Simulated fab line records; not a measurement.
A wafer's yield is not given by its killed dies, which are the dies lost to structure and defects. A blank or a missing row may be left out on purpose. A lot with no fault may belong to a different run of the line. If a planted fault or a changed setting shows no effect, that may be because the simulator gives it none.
8D (eight disciplines) problem report, filled in by code | flow n5-finfet | the parts of the form that need people (team, actions taken, sign-off) are left out

== 1. WHAT IS WRONG ==
Across 3 wafers from 2 lots, M5_ILD_THK at N5_BEOL_M5_THK_MEAS_01 averages 114.1 nm, while fault-free wafers read 121.3 nm with a standard deviation of 1.5. That puts it -4.8 standard deviations away from the usual mean.
First observed at day 11 16:07: wafer L470.1, on film-metro-01. Wafers with a number at this step in the record: 33, from 11 lots. Rule for "out", or "out of limits": more than 4 standard deviations from the usual mean. All remaining wafers that have a number are taken as sound.

== 2. WHAT IT IS AND WHAT IT IS NOT ==
question                    | is                     | is not
which readings at this step | M5_ILD_THK             | -
which lots                  | L470, L472             | L460, L473, L474, L475, L476, L479, L481, L482, L483
which wafers of those lots  | L470.1, L472.1, L472.2 | L470.5, L470.6, L472.4
read on which gauges        | film-metro-01          | film-metro-02
when                        | from day 11 16:07      | up to then (5 sound wafers); but 25 sound wafers of L472, L473, L474, L475, L476, L479, L481, L482, L483 came after

== 3. WHAT RULES OUT EACH SUSPECT ==
Counting: if a tool at a process step up to the reading ran every lot that is out, it stays a suspect. Sound lots after the first of them don't rule it out here, since some wafers of a struck lot are sound.
- the gauge at N5_BEOL_M5_THK_MEAS_01: kept. All the wafers that are out were read on film-metro-01, and no step on other tools shows them out.
- pecvd-04 at N5_BEOL_M5_ILD_DEP_00 (deposits SiCOH lowk from DEMS/porogen, target thk 140.64 nm, time 25.9 s): kept. It ran every lot that is out, first L470 (day 11 15:25); its last sound lot up to then is L460 (day 8 18:39).
Remaining after the count are pecvd-04 at N5_BEOL_M5_ILD_DEP_00 and film-metro-01 at N5_BEOL_M5_THK_MEAS_01.

== 4. THE CAUSE (what the simulator had put in) ==
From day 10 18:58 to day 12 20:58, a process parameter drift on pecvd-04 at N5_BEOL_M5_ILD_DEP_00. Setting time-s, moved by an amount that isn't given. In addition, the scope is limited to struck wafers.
Counting left 2 suspects, and this tool is among them.

== 5. THE CHAIN OF EFFECTS, in route order ==
One row per reading whose mean, taken over the struck wafers that have a number, lies over 3 standard deviations from the usual. Readings are gone through only where the record gives a usual standard deviation; hours: the median, over the lots, of the time from a lot's start at the first step in this table giving one to that lot's start at this step; sigmas: the change measured in usual standard deviations.
hours | step                   | reading    | usual    | on struck wafers | change | sigmas
0     | N5_BEOL_M5_THK_MEAS_01 | M5_ILD_THK | 121.3 nm | 114.1            | -7.2   | -4.8

== 6. HOW IT WOULD HAVE BEEN CAUGHT EARLIER ==
21 hours passed between the start of the fault at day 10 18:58 and the first reading out of limits at a measuring or inspecting step in this record, taken at day 11 16:07.
Tool readings at N5_BEOL_M5_ILD_DEP_00 with a usual standard deviation given in the record: none out on any struck wafer, hence no alarm at a limit of 4 standard deviations on them.
L472, from the lots that are out (2), started N5_BEOL_M5_ILD_DEP_00 on pecvd-04 later than day 11 16:07. Putting the tool on hold at that point would have spared it.
